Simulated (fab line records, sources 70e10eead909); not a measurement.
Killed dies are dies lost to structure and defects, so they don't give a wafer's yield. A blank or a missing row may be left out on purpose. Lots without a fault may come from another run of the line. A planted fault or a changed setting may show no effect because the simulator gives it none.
A struck lot beside a sound one | flow nand_harc | 14 steps out of a route of 1159
Sound: wafers L435.1, L435.3, L435.5. Struck: wafer L441.4. (L441.2, L441.3 of the same lot were not struck and are left out.) The cause comes at the end.
At each step with rows: each side's tool, then ch and its chambers, then its first start. Under that, the readings that differ: sound wafers | struck wafers | difference of the means | sigmas: that difference in standard deviations of wafers without a fault.
alike: readings whose means differ by less than 2 such deviations, and words and numbers that are the same on both sides. not compared: withheld readings, readings that some wafer has no value for, bounds like >300 that may hide the same value, and numbers for which the record gives no deviation and whose values overlap.
The two part at a step that has a row with sigmas, a row that says differs or no value, or rows on one side only. Numbers that don't overlap but have no deviation are shown without sigmas and don't part them. A reading that every wafer of one side lacks parts them only if that side has two wafers or more.

first, 7 steps without rows for these wafers: NHARC_P_BONDPAD_COAT_36 (time 65 s); NHARC_P_BONDPAD_COAT_03 (resist thk 600 nm); NHARC_P_BONDPAD_SOFTBAKE_04 (time 70 s); NHARC_P_BONDPAD_EBR_05; NHARC_P_BONDPAD_EXPOSE_06 (exposes mask P BPAD); NHARC_P_BONDPAD_PEB_07 (peb time 80 s); NHARC_P_BONDPAD_DEVELOP_08 (time 50 s).
NHARC_P_BONDPAD_CD_MEAS_09: target cd 500 nm.
  sound on cd_sem-02 ch 0, day 8 03:20; struck on cd_sem-02 ch 0, day 9 10:53
  reading    | sound             | struck | difference | sigmas
  cd_nm (nm) | 500.4 500.9 501.8 | 492.1  | -8.9       | -3
NHARC_P_BONDPAD_OVL_MEAS_38:
  sound on overlay-02, day 8 03:25; struck on overlay-02, day 9 10:58
  alike: overlay_x_nm, overlay_y_nm
then, 1 step without rows for these wafers: NHARC_P_BONDPAD_HARDBAKE_10 (time 65 s).
NHARC_P_BONDPAD_DESCUM_11: chemistry O2, time 3 s.
  sound on rie_diel-06 ch 1,3, day 8 03:32; struck on rie_diel-04 ch 0, day 9 11:05
  reading      | sound          | struck | difference | sigmas
  rf_vpp_V (V) | 57.8 56.8 57.8 | 60.3   | +2.8       | +3
  alike: chamber_pressure_mTorr, drypump_motor_current_A, oes_product_au, showerhead_plenum_p_Torr, throttle_valve_pct
  not compared: rf_hours_counter_h
NHARC_P_BONDPAD_ETCH_37: etches the open film in N2/H2, target depth 60 nm, overetch 18 nm, time 65.91 s.
  sound on rie_diel-06 ch 0,2, day 8 03:38; struck on rie_diel-04 ch 0, day 9 11:11
  alike: chamber_pressure_mTorr, drypump_motor_current_A, oes_product_au, rf_fwd_power_W, rf_vpp_V, showerhead_plenum_p_Torr, throttle_valve_pct
  not compared: rf_hours_counter_h
NHARC_P_BONDPAD_ETCH_12: etches the open film in CHF3/O2, target depth 200 nm, time 100 s.
  sound on rie_diel-06 ch 0,1,3, day 8 03:43; struck on rie_diel-04 ch 2, day 9 11:16
  reading               | sound             | struck | difference | sigmas
  oes_product_au (a.u.) | 0.920 0.908 0.910 | 1.191  | +0.278     | +14
  rf_fwd_power_W (W)    | 497.9 495.9 495.3 | 696.0  | +199.6     | +99 or more
  alike: chamber_pressure_mTorr, drypump_motor_current_A, rf_vpp_V, showerhead_plenum_p_Torr, throttle_valve_pct
  not compared: rf_hours_counter_h
NHARC_P_BONDPAD_CD_MEAS_13:
  sound on cd_sem-02, day 8 03:52; struck on cd_sem-02, day 9 11:24
  reading    | sound             | struck | difference | sigmas
  cd_nm (nm) | 499.1 499.7 501.5 | 492.8  | -7.3       | -3

WHERE THEY PART
First at NHARC_P_BONDPAD_CD_MEAS_09; last, within this record, at NHARC_P_BONDPAD_CD_MEAS_13.

WHY: what the simulator had put in
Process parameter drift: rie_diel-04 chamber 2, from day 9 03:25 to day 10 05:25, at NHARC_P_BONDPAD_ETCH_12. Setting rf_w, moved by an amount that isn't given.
